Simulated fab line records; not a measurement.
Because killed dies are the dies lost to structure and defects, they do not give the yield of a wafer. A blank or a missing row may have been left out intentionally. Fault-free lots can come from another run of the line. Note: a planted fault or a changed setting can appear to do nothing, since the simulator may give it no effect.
Matching of chambers -- flow nand-harc -- 4 sister chambers for NHARC_A_ZERO_WELL_DESCUM_12 on rie-diel-04
The step chemistry O2, time 3 s. 21 wafers are shown with their chamber, then 10 later ones without.

== WAFERS WITH THEIR CHAMBER ==
wafer,chamber,showerhead-plenum-p-Torr (Torr),drypump-motor-current-A (A),oes-product-au (a.u.)
L680.3,1,1.83,5.9,0.987
L680.5,2,2.06,5.7,0.974
L680.6,1,1.83,5.9,0.996
L681.1,1,1.83,5.9,0.989
L681.2,2,2.06,5.8,0.980
L681.5,0,1.88,5.9,1.003
L682.2,0,1.88,5.8,0.999
L682.3,2,2.06,5.8,0.985
L682.4,1,1.83,5.9,0.992
L684.1,0,1.88,5.9,0.997
L684.5,0,1.88,5.9,0.999
L684.6,1,1.83,5.9,0.988
L685.1,1,1.82,5.9,0.985
L685.2,0,1.88,5.9,1.003
L685.3,3,1.80,5.8,1.006
L690.2,3,1.80,5.8,1.033
L690.6,3,1.80,5.8,1.022
L692.3,0,1.88,5.9,1.006
L692.5,2,2.06,5.8,1.003
L692.6,3,1.80,5.8,1.009
L695.2,1,1.82,5.9,1.001

SIGNATURES, as means of the wafers listed above
reading,chamber 0,chamber 1,chamber 2,chamber 3,scatter within a chamber
showerhead-plenum-p-Torr,1.8800,1.8271,2.0600,1.8000,0.0029
drypump-motor-current-A,5.883,5.900,5.775,5.800,0.0305
oes-product-au,1.00117,0.99114,0.98550,1.01750,0.00834
Rule: a wafer's distance from a chamber is the root of the sum, over the readings, of the square of ((its reading less the chamber's mean) divided by the reading's scatter). If the next closest chamber is less than 2 further off than the closest, the wafer can't be placed; otherwise it belongs to the closest. The scatter: take each reading less its chamber's mean, square it, sum over the shown wafers, divide by the number of wafers less the number of chambers, and take the root.

== WAFERS MISSING THEIR CHAMBER ==
wafer,showerhead-plenum-p-Torr (Torr),drypump-motor-current-A (A),oes-product-au (a.u.)
L695.6,2.06,5.8,0.999
L699.1,1.88,5.9,1.000
L699.2,1.80,5.8,1.002
L699.3,1.82,5.9,0.995
L700.2,1.82,5.9,0.996
L700.4,2.06,5.7,0.980
L700.6,1.80,5.8,0.997
L701.2,1.82,5.9,0.996
L701.3,1.88,5.8,1.007
L701.4,1.80,5.8,0.996

== EACH ONE'S CHAMBER ==
wafer,from the rows above,in truth
L695.6,2,2
L699.1,0,0
L699.2,3,3
L699.3,1,1
L700.2,1,1
L700.4,2,2
L700.6,3,3
L701.2,1,1
L701.3,0,0
L701.4,3,3
Correctly placed: 10 of 10. Can't be placed from these rows: 0. 0 placed wrongly.
